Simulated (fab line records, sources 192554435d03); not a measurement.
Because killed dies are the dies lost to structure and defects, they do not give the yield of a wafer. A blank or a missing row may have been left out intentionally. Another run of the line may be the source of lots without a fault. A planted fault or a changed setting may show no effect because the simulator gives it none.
A lot that was struck, set against a sound lot | flow n5Finfet | 35 steps out of a route of 1938
Sound: the wafers L140.2, L140.4, L140.6. Wafers struck: L157.3, L157.5, L157.6. The cause comes at the end.
Per side, at each step with rows, come the tool, then ch with its chambers, and then its first start. Under that, the readings that differ: sound wafers | struck wafers | difference of the means | sigmas: that difference in standard deviations of wafers without a fault.
alike: readings whose means differ by less than 2 such deviations, and words and numbers that are the same on both sides. not compared: withheld readings, readings that some wafer has no value for, bounds like >300 that may hide the same value, and numbers for which the record gives no deviation and whose values overlap.
The two part at a step that has a row with sigmas, a row that says differs or no value, or rows on one side only. Non-overlapping numbers with no deviation appear without sigmas and do not part them. A reading missing from all wafers of one side parts the sides only when that side holds two or more wafers.

first, 12 steps without rows for these wafers: N5_SD_EPI_P_ETCH_37 (etches SOC in N2/H2, overetch 108 nm, time 486 s); N5_SD_EPI_P_STRIP_38 (strips in N2/H2); N5_SD_EPI_P_ETCHBACK_46 (etches SiNx in CH3F/O2, stops on SiO2, target depth 17.5 nm); N5_SD_EPI_P_ETCH_47 (etches SiOCN in CH3F/O2, target depth 25 nm); N5_SD_EPI_P_ETCH_16 (etches SiO2 in CHF3/O2, target depth 5 nm); N5_SD_EPI_P_STRIP_50 (strips in CHF3/O2); N5_SD_EPI_P_SD_RECESS_17 (chemistry HBr/Cl2/O2, target depth 39.1 nm, bt time 3 s); N5_SD_EPI_P_WET_ETCH_45 (etches SiO2 in dHF, time 10.7 s, target depth 2 nm, rinse time 30 s); N5_SD_EPI_P_STRIP_40 (strips in N2/H2); N5_SD_EPI_P_PRECLEAN_52 (cleans in O3/DIW, time 60 s); N5_SD_EPI_P_SRD_20 (time 30 s); N5_SD_EPI_P_PRECLEAN_51 (cleans in NF3:NH3, afs cycles 1, time 20 s, sublimation time 60 s).
N5_SD_EPI_P_VAPOR_ETCH_44: etches SiGe30 in NF3/Ar, time 3.3 s.
  sound on epiRpcvd-02 ch 0, day 3 13:26; struck on epiRpcvd-03 ch 0, day 7 18:29
then, 20 steps without rows for these wafers: N5_SD_EPI_P_EPI_21 (deposits SiGe:B, time 355 s); N5_SD_EPI_P_HM_STRIP_48 (strips SiNx in H3PO4, material SiNx, target depth 3 nm); N5_SD_EPI_P_SRD_49 (time 30 s); N5_SD_EPI_P_PRECLEAN_24 (cleans in O3/DIW, time 45 s); N5_SD_EPI_P_PRECLEAN_32 (cleans in dHF, time 10 s); N5_SD_EPI_P_PRECLEAN_33 (cleans in SC2, time 45 s); N5_SD_EPI_P_SRD_25 (time 30 s); N5_SD_ACTIVATION_RTA_00 (time 0 s); N5_SD_ACTIVATION_LSA_01 (time 0.0008 s); N5_ILD0_LINER_00 (material SiNx, target thk 4 nm, pulse time 1 s, purge time 2 s); N5_ILD0_FCVD_FILL_01 (material SiO2 flowable, target thk 200 nm, time 328.3 s); N5_ILD0_CURE_02 (time 1800 s); N5_ILD0_CMP_03 (polishes, stops on SiNx, t overpolish 1.9 s, target thk 197.38 nm); N5_ILD0_CMP_07 (polishes SiO2 flowable, stops on poly-Si, t overpolish 1.18 s, target thk 138.88 nm); N5_ILD0_PRECLEAN_10 (cleans in NF3:NH3, afs cycles 5, time 20 s, sublimation time 60 s); N5_ILD0_ALD_15 (deposits SiNx, target thk 24 nm, pulse time 1 s, ald cycles 480); N5_ILD0_CMP_12 (polishes SiNx, stops on poly-Si, t overpolish 6 s, target thk 17.67 nm); N5_SDB_HM_DEP_00 (deposits SiNx from SiH4/NH3/N2, target thk 40 nm, time 35.3 s); N5_SDB_COAT_03 (time 60 s, resist thk 100 nm); N5_SDB_COAT_04 (time 60 s, resist thk 18 nm).
-- the record jumps here: 5 days lie between the struck wafers' starts before and after (it left off in module SDB and takes up again in module BEOL_M4, whose first step shown is number 1111 of the route) --
N5_BEOL_M4_RC_MEAS_101:
  sound on prober-02 ch 0, day 8 09:34; struck on prober-02 ch 0, day 12 10:55
  no value came back on the struck wafers for any of 5 readings (DIBL_P (mV/V), IOFF_P (nA/um) and others); on the sound wafers DIBL_P (mV/V) reads 35.8 38.2 37.8
  alike: DIBL_N, IOFF_N, ION_N, SS_N, VT_N
-- here the record skips 5 days between the struck wafers' starts before and after, leaving off in module BEOL_M4 and picking up in module PASSIVATION (first step shown: number 1936 of the route) --
N5_PASSIVATION_PROBE_49:
  sound on prober-01 at day 12 10:43; struck on prober-01 at day 17 06:49
reading                | sound          | struck            | difference | sigmas
sort_bin_4_leakage (%) | 0 0 0          | 89.49 92.12 90.76 | +90.79     | 
sortNPass              | 1067 1108 1099 | 0 0 0             | -1091      | -64
sortYieldPct (%)       | 90.4 93.9 93.1 | 0 0 0             | -92        | -62
  alike: defectLimitedYield, killed_at_M0_to_M3, killed_at_M4_up, killedAtContacts, killedAtFrontEnd, killedAtOther, killedDies, killedOpen, killedShort, sort_bin_5_function, sort_bin_6_memory

WHERE THEY PART
Last at N5_PASSIVATION_PROBE_49 as far as this record goes, first at N5_BEOL_M4_RC_MEAS_101.

WHY: the cause the simulator had injected
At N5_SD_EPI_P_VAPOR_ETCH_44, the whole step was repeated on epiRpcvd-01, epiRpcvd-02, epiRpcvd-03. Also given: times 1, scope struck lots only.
